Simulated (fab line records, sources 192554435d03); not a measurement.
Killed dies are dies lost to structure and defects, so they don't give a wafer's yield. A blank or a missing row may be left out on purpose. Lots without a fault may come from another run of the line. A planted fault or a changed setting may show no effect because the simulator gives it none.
Chamber matching | flow n5_finfet | N5_GATE_CUT_HM_DEP_46 on pecvd-03: 3 sister chambers
The step deposits SiO2 from TEOS/O2, target thk 130 nm, time 26.6 s. 3 wafers are shown with their chamber, then 11 later ones without.

WAFERS WITH THEIR CHAMBER
wafer  | chamber | throttle_valve_pct (%)
L089.4 | 0       | 20.6
L089.6 | 2       | 17.9
L093.2 | 1       | 18.8

WAFERS WITHOUT THEIR CHAMBER
wafer  | throttle_valve_pct (%)
L093.3 | 18.1
L093.5 | 18.2
L094.1 | 18.0
L094.2 | 18.3
L094.3 | 20.5
L094.4 | 18.0
L094.5 | 18.7
L094.6 | 20.6
L095.1 | 17.9
L095.2 | 18.5
L095.5 | 18.6

WHICH CHAMBER EACH WENT THROUGH
wafer  | from the rows above     | in truth
L093.3 | 2                       | 2
L093.5 | can't be placed: 2 or 1 | 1
L094.1 | 2                       | 2
L094.2 | can't be placed: 2 or 1 | 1
L094.3 | 0                       | 0
L094.4 | 2                       | 2
L094.5 | 1                       | 1
L094.6 | 0                       | 0
L095.1 | 2                       | 2
L095.2 | can't be placed: 1 or 2 | 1
L095.5 | 1                       | 1
Placed correctly: 8 of 11. Can't be placed from these rows: 3 (the true chamber is among the candidates in 3). Placed wrongly: 0.
How it was worked out, from the rows above alone: a wafer's distance from a chamber is the root of the sum, over the readings, of the square of ((its reading less the chamber's mean) divided by the reading's scatter). The wafer belongs to the nearest chamber; if the next one is less than 2 further off, it can't be placed. A chamber's mean is the mean of its shown wafers. The scatter: with one shown wafer a chamber, the root of the mean of the squares of how far each hidden wafer lies from its nearest shown one.
